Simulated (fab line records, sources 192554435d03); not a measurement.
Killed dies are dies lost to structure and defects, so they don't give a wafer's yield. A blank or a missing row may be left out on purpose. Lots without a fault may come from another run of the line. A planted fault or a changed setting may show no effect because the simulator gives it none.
Chamber matching | flow n5_finfet | N5_BEOL_M15_TRENCH_ETCH_34 on rie_diel-03: 4 sister chambers
The step etches SiO2 in C4F8/O2/Ar, target depth 872.93 nm, time 199 s. 14 wafers are shown with their chamber, then 7 later ones without.

WAFERS WITH THEIR CHAMBER
wafer  | chamber | drypump_motor_current_A (A) | rf_vpp_V (V) | showerhead_plenum_p_Torr (Torr)
L075.2 | 0       | 5.6                         | 2212         | 3.41
L075.4 | 1       | 5.2                         | 2221         | 3.54
L075.5 | 3       | 6.2                         | 2234         | 3.33
L080.1 | 2       | 5.4                         | 2244         | 3.36
L080.3 | 0       | 5.6                         | 2211         | 3.41
L080.4 | 3       | 6.2                         | 2233         | 3.33
L083.2 | 3       | 6.2                         | 2235         | 3.32
L083.5 | 3       | 6.2                         | 2233         | 3.32
L083.6 | 2       | 5.4                         | 2244         | 3.35
L085.2 | 1       | 5.3                         | 2217         | 3.53
L085.3 | 0       | 5.6                         | 2212         | 3.40
L085.6 | 2       | 5.4                         | 2244         | 3.35
L090.1 | 0       | 5.6                         | 2209         | 3.39
L090.3 | 3       | 6.2                         | 2234         | 3.31

SIGNATURES (means of the wafers above)
reading                  | chamber 0 | chamber 1 | chamber 2 | chamber 3 | scatter within a chamber
drypump_motor_current_A  | 5.600     | 5.250     | 5.400     | 6.200     | 0.0224
rf_vpp_V                 | 2211.00   | 2219.00   | 2244.00   | 2233.80   | 1.3
showerhead_plenum_p_Torr | 3.4025    | 3.5350    | 3.3533    | 3.3220    | 0.0082
Rule: a wafer's distance from a chamber is the root of the sum, over the readings, of the square of ((its reading less the chamber's mean) divided by the reading's scatter). The wafer belongs to the nearest chamber; if the next one is less than 2 further off, it can't be placed. The scatter: the root of (the sum of the squares of (reading less its chamber's mean) over the shown wafers, divided by (wafers less chambers)).

WAFERS WITHOUT THEIR CHAMBER
wafer  | drypump_motor_current_A (A) | rf_vpp_V (V) | showerhead_plenum_p_Torr (Torr)
L090.6 | 6.2                         | 2232         | 3.31
L095.2 | 6.2                         | 2233         | 3.31
L095.4 | 5.4                         | 2245         | 3.34
L095.6 | 5.6                         | 2210         | 3.39
L097.1 | 5.4                         | 2242         | 3.34
L097.2 | 6.2                         | 2232         | 3.31
L097.5 | 5.4                         | 2243         | 3.34

WHICH CHAMBER EACH WENT THROUGH
wafer  | from the rows above | in truth
L090.6 | 3                   | 3
L095.2 | 3                   | 3
L095.4 | 2                   | 2
L095.6 | 0                   | 0
L097.1 | 2                   | 2
L097.2 | 3                   | 3
L097.5 | 2                   | 2
Placed correctly: 7 of 7. Can't be placed from these rows: 0. Placed wrongly: 0.
